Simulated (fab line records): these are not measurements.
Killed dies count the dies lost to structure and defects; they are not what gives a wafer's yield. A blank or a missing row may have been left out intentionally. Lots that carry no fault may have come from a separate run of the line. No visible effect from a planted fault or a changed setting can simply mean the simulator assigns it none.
fab line records + flow nandHarc + part 2 of 2: steps 17 to 24 of 24
record:
- lots: 5
- wafers: 15
- lastDay: 31
route steps=1302 shown A_CHANNEL_HOLE_D2@580
lots that met no fault: taken from a fault-free run of the same line
startH: start of the lot's first displayed wafer, in hours after the record's first day + waitH: hours since the lot's step before + " as in the row above + L1.1+2: a row that stands for several wafers + - value missing, or start not given + * or withheld: withheld + < > ~ a bound
route shown NAME@n: names a module that has steps shown in the file, with the first one's number in the route + usual: mean/standard deviation of fault-free wafers + same: alike in all rows + chamber/n: place in a boat + sites: readings site by site + _std_site: the values' standard deviation + _edge_site: mean of outer sites minus mean of inner sites + radiusMm: for every site, how far away it sits from the centre of the wafer + mask NAME#n: copy n + behind: the most recent tool/chamber to have shaped the wafer + hold: cause of the lot's hold/its duration in hours/its outcome + device: which transistor (n, p or np) failed to switch + end of line: the tests these same wafers got at the end of their route + for a step that has no rows: nothing shown but its recipe + killed: the dies lost at the first sort to structure and to defects; this is not the yield of the wafer + map: a wafer's dies, x killed, . not, _ none there
set.NAME: the setting the step ran with; set.NAME@STEP: the setting that earlier step ran with + model.NAME: the simulator's own value behind a step, which no gauge read
lots at some steps of the route; a table a step, a row a wafer
services: the hour from which a tool's chamber was out of use, counted from the record's first day as startH (under 0 if before that day), plus the number of hours and why
== steps ==
step: NHARC_A_CHANNEL_HOLE_D2_ETCH_24
recipe:
- biasV: 5000
- sourceW: withheld
- pressureMtorr: 20
- timeS: 906.2
- arFlowSccm: 375
- c4f8FlowSccm: 93.8
- o2FlowSccm: 31.2
- tempC: -20
- targetDepthA: 15000
- chemistry: C4F8/O2/Ar
usual:
- drypumpMotorCurrentA: 5.46/0.3
- showerheadPlenumPTorr: 3.63/0.13
- throttleValvePct: 32.235/0.0093
| lot.wafer | tool       | chamber | startH | waitH | drypumpMotorCurrentA | rfHoursCounterH | showerheadPlenumPTorr | throttleValvePct |
|-----------|------------|---------|--------|-------|----------------------|-----------------|-----------------------|------------------|
| L075.2    | harEtch-02 | 1       | 303.60 | 0.6   | 5.68                 | 373             | 3.72                  | 32.237           |
| L075.1    | "          | 0       | "      | "     | 5.23                 | 358             | 3.59                  | 32.234           |
| L075.5    | "          | 1       | "      | "     | 5.66                 | -               | 3.72                  | 32.239           |
| L077.2    | harEtch-01 | 0       | 320.48 | 0.6   | 5.11                 | 167             | 3.61                  | 32.250           |
| L077.3    | "          | 0       | "      | "     | 5.12                 | -               | 3.61                  | 32.231           |
| L077.6    | "          | 1       | "      | "     | 5.81                 | -               | 3.53                  | 32.241           |
| L080.4    | harEtch-01 | 0       | 369.29 | 0.6   | 5.13                 | -               | 3.59                  | 32.241           |
| L080.3    | "          | 1       | "      | "     | 5.81                 | -               | 3.51                  | 32.234           |
| L080.6    | "          | 0       | "      | "     | 5.11                 | -               | 3.59                  | 32.231           |
| L088.2    | harEtch-02 | 0       | 430.58 | 0.6   | 5.23                 | 21              | 3.92                  | 32.244           |
| L088.3    | "          | 1       | "      | "     | 5.68                 | -               | 3.69                  | 32.236           |
| L088.5    | "          | 1       | "      | "     | 5.67                 | -               | 3.69                  | 32.223           |
| L092.1    | harEtch-02 | 1       | 482.20 | 0.6   | 5.67                 | 55              | 3.67                  | 32.228           |
| L092.6    | "          | 0       | "      | "     | 5.21                 | -               | 3.90                  | 32.213           |
| L092.5    | "          | 1       | "      | "     | 5.68                 | -               | 3.67                  | 32.223           |
step: NHARC_A_CHANNEL_HOLE_D2_ETCH_25
recipe:
- biasV: 5000
- sourceW: withheld
- pressureMtorr: 20
- timeS: 1040.2
- arFlowSccm: 375
- c4f8FlowSccm: 93.8
- o2FlowSccm: 31.2
- tempC: -20
- targetDepthA: 15000
- chemistry: C4F8/O2/Ar
usual:
- drypumpMotorCurrentA: 5.46/0.3
- showerheadPlenumPTorr: 3.63/0.13
- throttleValvePct: 32.236/0.0094
| lot.wafer | tool       | chamber | startH | waitH | drypumpMotorCurrentA | rfHoursCounterH | showerheadPlenumPTorr | throttleValvePct |
|-----------|------------|---------|--------|-------|----------------------|-----------------|-----------------------|------------------|
| L075.2    | harEtch-02 | 1       | 304.37 | 0.6   | 5.71                 | 374             | 3.72                  | 32.241           |
| L075.1    | "          | 0       | "      | "     | 5.23                 | 359             | 3.59                  | 32.261           |
| L075.5    | "          | 1       | "      | "     | 5.69                 | -               | 3.72                  | 32.254           |
| L077.2    | harEtch-01 | 0       | 321.24 | 0.6   | 5.13                 | 168             | 3.61                  | 32.241           |
| L077.3    | "          | 0       | "      | "     | 5.13                 | -               | 3.61                  | 32.216           |
| L077.6    | "          | 1       | "      | "     | 5.79                 | -               | 3.52                  | 32.239           |
| L080.4    | harEtch-01 | 0       | 370.10 | 0.7   | 5.14                 | -               | 3.59                  | 32.245           |
| L080.3    | "          | 1       | "      | "     | 5.79                 | -               | 3.51                  | 32.240           |
| L080.6    | "          | 0       | "      | "     | 5.13                 | -               | 3.59                  | 32.240           |
| L088.2    | harEtch-02 | 0       | 431.36 | 0.6   | 5.21                 | 22              | 3.92                  | 32.246           |
| L088.3    | "          | 1       | "      | "     | 5.70                 | -               | 3.69                  | 32.230           |
| L088.5    | "          | 1       | "      | "     | 5.68                 | -               | 3.69                  | 32.242           |
| L092.1    | harEtch-02 | 1       | 482.98 | 0.7   | 5.68                 | 56              | 3.67                  | 32.233           |
| L092.6    | "          | 0       | "      | "     | 5.22                 | -               | 3.90                  | 32.221           |
| L092.5    | "          | 1       | "      | "     | 5.69                 | -               | 3.67                  | 32.230           |
step: NHARC_A_CHANNEL_HOLE_D2_ETCH_26
recipe:
- biasV: 300
- sourceW: 2000
- pressureMtorr: 30
- timeS: 224.1
- arFlowSccm: 375
- c4f8FlowSccm: 11.4
- o2FlowSccm: 113.6
- tempC: -20
- targetDepthA: 3000
- chemistry: C4F8/O2/Ar
usual:
- drypumpMotorCurrentA: 5.46/0.29
- showerheadPlenumPTorr: 3.68/0.14
- throttleValvePct: 24.583/0.0096
| lot.wafer | tool       | chamber | startH | waitH | drypumpMotorCurrentA | rfHoursCounterH | showerheadPlenumPTorr | throttleValvePct |
|-----------|------------|---------|--------|-------|----------------------|-----------------|-----------------------|------------------|
| L075.2    | harEtch-02 | 1       | 305.25 | 0.7   | 5.69                 | 374             | 3.77                  | 24.587           |
| L075.1    | "          | 0       | "      | "     | 5.20                 | 359             | 3.64                  | 24.565           |
| L075.5    | "          | 1       | "      | "     | 5.70                 | -               | 3.77                  | 24.593           |
| L077.2    | harEtch-01 | 0       | 322.13 | 0.7   | 5.13                 | 168             | 3.65                  | 24.593           |
| L077.3    | "          | 0       | "      | "     | 5.13                 | -               | 3.65                  | 24.574           |
| L077.6    | "          | 1       | "      | "     | 5.80                 | -               | 3.57                  | 24.589           |
| L080.4    | harEtch-01 | 0       | 370.75 | 0.5   | 5.14                 | -               | 3.64                  | 24.581           |
| L080.3    | "          | 1       | "      | "     | 5.82                 | -               | 3.55                  | 24.594           |
| L080.6    | "          | 0       | "      | "     | 5.13                 | -               | 3.64                  | 24.581           |
| L088.2    | harEtch-02 | 0       | 432.23 | 0.7   | 5.23                 | 23              | 3.98                  | 24.568           |
| L088.3    | "          | 1       | "      | "     | 5.68                 | -               | 3.74                  | 24.585           |
| L088.5    | "          | 1       | "      | "     | 5.66                 | -               | 3.74                  | 24.587           |
| L092.1    | harEtch-02 | 1       | 483.76 | 0.6   | 5.70                 | 57              | 3.72                  | 24.571           |
| L092.6    | "          | 0       | "      | "     | 5.21                 | -               | 3.96                  | 24.594           |
| L092.5    | "          | 1       | "      | "     | 5.68                 | -               | 3.72                  | 24.575           |
step: NHARC_A_CHANNEL_HOLE_D2_ETCH_27
recipe:
- biasV: 400
- sourceW: 2000
- pressureMtorr: 25
- timeS: 90
- arFlowSccm: 375
- c4f8FlowSccm: 41.7
- o2FlowSccm: 83.3
- tempC: -20
- targetDepthA: 4000
- chemistry: C4F8/O2/Ar
usual:
- drypumpMotorCurrentA: 5.46/0.3
- showerheadPlenumPTorr: 3.67/0.14
- throttleValvePct: 27.619/0.0084
| lot.wafer | tool       | chamber | startH | waitH | drypumpMotorCurrentA | rfHoursCounterH | showerheadPlenumPTorr | throttleValvePct |
|-----------|------------|---------|--------|-------|----------------------|-----------------|-----------------------|------------------|
| L075.2    | harEtch-02 | 1       | 305.45 | 0.2   | 5.69                 | 375             | 3.76                  | 27.604           |
| L075.1    | "          | 0       | "      | "     | 5.22                 | 359             | 3.63                  | 27.610           |
| L075.5    | "          | 1       | "      | "     | 5.68                 | -               | 3.76                  | 27.624           |
| L077.2    | harEtch-01 | 0       | 322.33 | 0.2   | 5.14                 | 169             | 3.65                  | 27.625           |
| L077.3    | "          | 0       | "      | "     | 5.12                 | -               | 3.65                  | 27.627           |
| L077.6    | "          | 1       | "      | "     | 5.82                 | -               | 3.56                  | 27.615           |
| L080.4    | harEtch-01 | 0       | 370.95 | 0.2   | 5.12                 | -               | 3.63                  | 27.618           |
| L080.3    | "          | 1       | "      | "     | 5.80                 | -               | 3.55                  | 27.598           |
| L080.6    | "          | 0       | "      | "     | 5.11                 | -               | 3.63                  | 27.622           |
| L088.2    | harEtch-02 | 0       | 432.42 | 0.2   | 5.22                 | 23              | 3.97                  | 27.607           |
| L088.3    | "          | 1       | "      | "     | 5.70                 | -               | 3.73                  | 27.613           |
| L088.5    | "          | 1       | "      | "     | 5.69                 | -               | 3.73                  | 27.623           |
| L092.1    | harEtch-02 | 1       | 483.95 | 0.2   | 5.71                 | 57              | 3.71                  | 27.612           |
| L092.6    | "          | 0       | "      | "     | 5.23                 | -               | 3.95                  | 27.608           |
| L092.5    | "          | 1       | "      | "     | 5.68                 | -               | 3.71                  | 27.623           |
step: NHARC_A_CHANNEL_HOLE_D2_STRIP_41
recipe:
- n2FlowSccm: 150
- h2FlowSccm: 150
- arFlowSccm: 0
- biasW: 0
- chemistry: N2/H2
| lot.wafer  | tool       | chamber | startH | waitH |
|------------|------------|---------|--------|-------|
| L075.2+1+5 | rieDiel-07 | 1,2,1   | 305.99 | 0.5   |
| L077.2+3+6 | rieDiel-05 | 2,3,1   | 322.87 | 0.5   |
| L080.4+3+6 | rieDiel-07 | 2,0,3   | 371.41 | 0.4   |
| L088.2+3+5 | rieDiel-10 | 1,2,2   | 432.95 | 0.5   |
| L092.1+5+6 | rieDiel-10 | 2,0,1   | 484.47 | 0.5   |
step: NHARC_A_CHANNEL_HOLE_D2_STRIP_42
recipe:
- cf4FlowSccm: 100
- chf3FlowSccm: 30
- arFlowSccm: 0
- biasW: 0
- chemistry: CF4/CHF3
| lot.wafer  | tool       | chamber | startH | waitH |
|------------|------------|---------|--------|-------|
| L075.2+1+5 | rieDiel-07 | 1,3,1   | 306.08 | 0.1   |
| L077.2+3+6 | rieDiel-05 | 3,1,3   | 322.95 | 0.1   |
| L080.3+4+6 | rieDiel-07 | 3,1,3   | 371.51 | 0.1   |
| L088.2+3+5 | rieDiel-10 | 1,3,1   | 433.05 | 0.1   |
| L092.1+6+5 | rieDiel-10 | 2,0,1   | 484.55 | 0.1   |
step: NHARC_A_CHANNEL_HOLE_D2_STRIP_43
recipe:
- o2FlowSccm: 400
- cosFlowSccm: 20
- arFlowSccm: 0
- biasW: 0
- chemistry: O2/COS
| lot.wafer  | tool       | chamber | startH | waitH |
|------------|------------|---------|--------|-------|
| L075.1+2+5 | rieDiel-07 | 0,2,0   | 306.14 | 0.0   |
| L077.2+3+6 | rieDiel-05 | 1,2,0   | 323.02 | 0.1   |
| L080.4+3+6 | rieDiel-07 | 1,3,2   | 371.57 | 0.1   |
| L088.3+2+5 | rieDiel-10 | 2,3,3   | 433.11 | 0.1   |
| L092.1+5+6 | rieDiel-10 | 2,2,3   | 484.61 | 0.1   |
step: NHARC_A_CHANNEL_HOLE_D2_ETCH_44
recipe:
- targetDepthA: 1400
- overetchA: 140
- timeS: 77
- ionEnergyEv: 100
- cf4FlowSccm: 80
- o2FlowSccm: 20
- arFlowSccm: 0
- rfW: 300
- biasW: 100
- chemistry: CF4/O2
usual:
- drypumpMotorCurrentA: 5.9/0.35
- oesProductAu: 1.004/0.013
- rfVppV: 197.7/1.3
- showerheadPlenumPTorr: 1.33/0.046
- throttleValvePct: 13.398/0.0087
| lot.wafer | tool       | chamber | startH | waitH | drypumpMotorCurrentA | oesProductAu | rfHoursCounterH | rfVppV | showerheadPlenumPTorr | throttleValvePct |
|-----------|------------|---------|--------|-------|----------------------|--------------|-----------------|--------|-----------------------|------------------|
| L075.1    | rieDiel-07 | 1       | 306.21 | 0.1   | 6.0                  | 1.001        | 0.0             | 197.7  | 1.33                  | 13.399           |
| L075.2    | "          | 2       | "      | "     | 5.5                  | 1.005        | 0.0             | 197.5  | 1.33                  | 13.388           |
| L075.5    | "          | 3       | "      | "     | 5.3                  | 1.000        | -               | 198.5  | 1.35                  | 13.408           |
| L077.2    | rieDiel-05 | 3       | 323.08 | 0.1   | 6.3                  | 0.998        | 4.5             | 199.4  | 1.36                  | 13.394           |
| L077.3    | "          | 1       | "      | "     | 5.9                  | 0.990        | 4.3             | 198.2  | 1.40                  | 13.394           |
| L077.6    | "          | 0       | "      | "     | 6.0                  | 0.969        | -               | 198.5  | 1.37                  | 13.390           |
| L080.4    | rieDiel-07 | 1       | 371.64 | 0.1   | 6.0                  | 0.997        | 3.5             | 197.6  | 1.33                  | 13.389           |
| L080.3    | "          | 3       | "      | "     | 5.4                  | 1.009        | 3.3             | 199.7  | 1.35                  | 13.398           |
| L080.6    | "          | 0       | "      | "     | 6.2                  | 1.026        | -               | 200.4  | 1.37                  | 13.396           |
| L088.2    | rieDiel-10 | 1       | 433.17 | 0.1   | 6.5                  | 1.012        | 0.1             | 196.9  | 1.24                  | 13.393           |
| L088.3    | "          | 2       | "      | "     | 6.0                  | 1.017        | 0.1             | 194.7  | 1.25                  | 13.394           |
| L088.5    | "          | 1       | "      | "     | 6.5                  | 1.007        | -               | 195.2  | 1.24                  | 13.403           |
| L092.1    | rieDiel-10 | 2       | 484.67 | 0.1   | 6.0                  | 0.999        | 4.5             | 196.6  | 1.24                  | 13.399           |
| L092.6    | "          | 1       | "      | "     | 6.5                  | 1.003        | -               | 194.9  | 1.24                  | 13.397           |
| L092.5    | "          | 2       | "      | "     | 6.0                  | 0.999        | -               | 195.4  | 1.25                  | 13.411           |
== services ==
| tool          | chamber | startH | hours | kind                         |
|---------------|---------|--------|-------|------------------------------|
| rieDiel-10    | -       | 276.55 | 0.3   | repair                       |
| rieDiel-10    | 0       | 281.81 | 17.0  | repair                       |
| rieDiel-07    | -       | 294.20 | 9.0   | pm                           |
| lithoTrack-01 | -       | 330.00 | 7.0   | pm                           |
| rieDiel-07    | 1       | 343.06 | 8.8   | repair                       |
| rieDiel-05    | 1       | 359.38 | 5.8   | repair                       |
| rieDiel-07    | 2       | 366.39 | 3.3   | repair                       |
| lithoTrack-04 | -       | 378.00 | 7.0   | pm                           |
| harEtch-02    | -       | 378.86 | 17.0  | pm                           |
| harEtch-02    | 0       | 378.86 | 17.0  | ventCycle                    |
| harEtch-02    | 1       | 378.86 | 17.0  | ventCycle                    |
| rieDiel-05    | 3       | 390.73 | 10.3  | repair                       |
| harEtch-02    | 0       | 395.86 | -     | clean                        |
| harEtch-02    | 0       | 395.86 | -     | consumableReplace:focusRing  |
| harEtch-02    | 0       | 395.86 | -     | consumableReplace:showerhead |
| harEtch-02    | 1       | 395.86 | -     | clean                        |
| harEtch-02    | 1       | 395.86 | -     | consumableReplace:esc        |
| rieDiel-05    | -       | 406.93 | 9.0   | pm                           |
| rieDiel-10    | -       | 419.50 | 9.0   | pm                           |
| rieDiel-07    | 2       | 428.75 | 9.4   | repair                       |
| rieDiel-07    | 0       | 455.11 | 15.3  | repair                       |
| rieDiel-10    | 0       | 468.17 | 1.2   | repair                       |
| rieDiel-10    | 1       | 469.74 | 4.1   | repair                       |
| rieDiel-07    | -       | 471.20 | 9.0   | pm                           |
